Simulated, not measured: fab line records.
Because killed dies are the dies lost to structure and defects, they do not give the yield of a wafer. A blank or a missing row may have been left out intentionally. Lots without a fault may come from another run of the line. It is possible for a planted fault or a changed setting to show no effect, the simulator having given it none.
Matching of chambers :: flow nand-harc :: rie-diel-03 running NHARC_P_M1_ETCH_35: 4 sister chambers
The step etches the open film in N2/H2, target depth 40 nm, overetch 12 nm, time 43.94 s. 4 wafers are shown with their chamber, then 11 later ones without.

== EACH WAFER AND ITS CHAMBER ==
wafer: L082.3
chamber: 2
drypump-motor-current-A (A): 5.0

wafer: L084.2
chamber: 0
drypump-motor-current-A (A): 4.9

wafer: L084.3
chamber: 3
drypump-motor-current-A (A): 5.5

wafer: L093.2
chamber: 1
drypump-motor-current-A (A): 5.9

== WAFERS MISSING THEIR CHAMBER ==
wafer: L093.3
drypump-motor-current-A (A): 4.9

wafer: L093.6
drypump-motor-current-A (A): 4.9

wafer: L094.1
drypump-motor-current-A (A): 5.0

wafer: L094.3
drypump-motor-current-A (A): 5.4

wafer: L094.5
drypump-motor-current-A (A): 5.9

wafer: L096.1
drypump-motor-current-A (A): 4.9

wafer: L096.3
drypump-motor-current-A (A): 5.5

wafer: L096.4
drypump-motor-current-A (A): 5.0

wafer: L097.2
drypump-motor-current-A (A): 5.4

wafer: L097.3
drypump-motor-current-A (A): 5.0

wafer: L097.6
drypump-motor-current-A (A): 5.0

== THE CHAMBER EACH PASSED THROUGH ==
wafer: L093.3
from the rows above: 0
in truth: 0

wafer: L093.6
from the rows above: 0
in truth: 0

wafer: L094.1
from the rows above: 2
in truth: 2

wafer: L094.3
from the rows above: 3
in truth: 3

wafer: L094.5
from the rows above: 1
in truth: 1

wafer: L096.1
from the rows above: 0
in truth: 0

wafer: L096.3
from the rows above: 3
in truth: 3

wafer: L096.4
from the rows above: 2
in truth: 2

wafer: L097.2
from the rows above: 3
in truth: 3

wafer: L097.3
from the rows above: 2
in truth: 2

wafer: L097.6
from the rows above: 2
in truth: 2
11 of 11 placed correctly. Not placeable from these rows: 0. Wrongly placed: 0.
How it was worked out, from the rows above alone: a wafer's distance from a chamber is the root of the sum, over the readings, of the square of ((its reading less the chamber's mean) divided by the reading's scatter). If the next closest chamber is less than 2 further off than the closest, the wafer can't be placed; otherwise it belongs to the closest. For every chamber, the mean is computed from those of its wafers that are shown. The scatter: root of mean squared gap, hidden wafer to nearest shown wafer, with one shown wafer a chamber.
